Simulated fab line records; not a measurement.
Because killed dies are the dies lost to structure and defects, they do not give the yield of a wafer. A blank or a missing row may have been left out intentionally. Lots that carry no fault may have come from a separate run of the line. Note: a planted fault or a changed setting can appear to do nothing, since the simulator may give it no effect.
Which tool is to blame? | flow n5 finfet | 24 lots with 72 wafers sampled at 2 steps, on a route of 1938 steps

## WHAT THE GAUGES READ, wafer by wafer
N5_BEOL_M1_RS_MEAS_58: measurement is done with a four-point probe. Usual: M1_RS typically reads 0.69 ohm/sq, with standard deviation 0.042.
lot  | measured     | on            | M1_RS (ohm/sq) | flag
L074 | day 6 23:29  | film metro-01 | 0.66 0.65 0.68 |
L075 | day 7 02:37  | film metro-01 | 0.77 0.69 0.70 |
L076 | day 7 04:13  | film metro-02 | 0.75 0.72 0.71 |
L077 | day 7 07:41  | film metro-02 | 0.70 0.65 0.67 |
L078 | day 7 10:27  | film metro-02 | 0.67 0.68 0.66 |
L079 | day 7 21:30  | film metro-02 | 0.74 0.74 0.69 |
L080 | day 8 09:12  | film metro-02 | 0.70 0.71 0.63 |
L081 | day 8 17:38  | film metro-01 | 0.68 0.72 0.71 |
L082 | day 8 21:39  | film metro-02 | 0.79 0.65 0.73 |
L083 | day 9 01:34  | film metro-01 | 0.67 0.70 0.63 |
L085 | day 9 01:38  | film metro-01 | 0.65 0.70 0.62 |
L084 | day 9 08:17  | film metro-01 | 0.69 0.72 0.67 |
L086 | day 9 12:39  | film metro-02 | 0.68 0.67 0.63 |
L088 | day 9 23:17  | film metro-02 | 0.76 0.78 0.68 |
L087 | day 10 10:30 | film metro-02 | 0.69 0.73 0.65 |
L089 | day 10 13:07 | film metro-02 | 0.75 0.72 0.69 |
L090 | day 10 23:09 | film metro-02 | 0.76 0.87 0.69 |
L091 | day 11 02:26 | film metro-02 | 0.69 0.72 0.76 |
L092 | day 11 12:56 | film metro-01 | 0.73 0.64 0.75 |
L094 | day 11 20:32 | film metro-02 | 0.64 0.79 0.74 |
L093 | day 11 22:11 | film metro-01 | 0.73 0.61 0.69 |
L096 | day 11 23:47 | film metro-02 | 0.62 0.75 0.67 |
L095 | day 12 01:31 | film metro-02 | 0.67 0.70 0.73 |
L097 | day 12 08:57 | film metro-01 | 0.69 0.73 0.66 |

N5_BEOL_M1_INSPECT_59: inspects for defects (darkfield). Usual: 70 for raw defect count, sd 21.
lot  | measured     | on                | raw defect count | flag
L074 | day 6 23:31  | defect inspect-01 | 52 42 73         |
L075 | day 7 02:38  | defect inspect-01 | 80 59 68         |
L076 | day 7 04:14  | defect inspect-02 | 71 92 87         |
L077 | day 7 07:43  | defect inspect-01 | 95 49 46         |
L078 | day 7 10:29  | defect inspect-01 | 58 58 73         |
L079 | day 7 21:31  | defect inspect-02 | 58 30 51         |
L080 | day 8 09:14  | defect inspect-01 | 72 80 90         |
L081 | day 8 17:40  | defect inspect-01 | 112 97 145       |
L082 | day 8 21:40  | defect inspect-01 | 35 67 31         |
L083 | day 9 01:36  | defect inspect-01 | 75 59 82         |
L085 | day 9 01:40  | defect inspect-02 | 68 66 70         |
L084 | day 9 08:19  | defect inspect-01 | 84 68 59         |
L086 | day 9 12:40  | defect inspect-01 | 47 58 64         |
L088 | day 9 23:19  | defect inspect-02 | 50 47 31         |
L087 | day 10 10:32 | defect inspect-02 | 96 92 69         |
L089 | day 10 13:08 | defect inspect-01 | 43 50 81         |
L090 | day 10 23:11 | defect inspect-01 | 80 78 67         |
L091 | day 11 02:28 | defect inspect-02 | 61 87 103        |
L092 | day 11 12:57 | defect inspect-01 | 81 123 77        |
L094 | day 11 20:34 | defect inspect-02 | 81 80 79         |
L093 | day 11 22:13 | defect inspect-01 | 63 107 118       |
L096 | day 11 23:49 | defect inspect-02 | 53 43 58         |
L095 | day 12 01:32 | defect inspect-02 | 59 78 88         |
L097 | day 12 08:58 | defect inspect-02 | 53 46 77         |

## WHAT TOOL EACH LOT RAN ON (gives the tool, then ch and the chambers of the sampled wafers, and finally the start)
Record: no process step prior to these readings.

## AS READ BY THE TOOLS THEMSELVES (means over the sampled wafers that have a number; for cases with no such wafer, the mark the record gives instead)
The record holds no such reading with a usual standard deviation.

## THE ANSWER, worked out from the rows above alone
Rule: take the mean of a lot's wafers that have a number; if it is more than 3 standard deviations from the usual mean, the lot is off. A lot without any number at a reading at which 4 lots or more have one is off too. Where the step has rows for the other lots, those lots are counted as sound. First the gauges in route order, then the tools' own readings, where a lot's mean is used as printed above. The first step at which some lot is off is used, and at that step the reading that is off furthest; a lot without a number counts as furthest.
No lot is off at any reading shown: from this, nothing can be told.

## WHAT THE SIMULATOR HAD INSERTED
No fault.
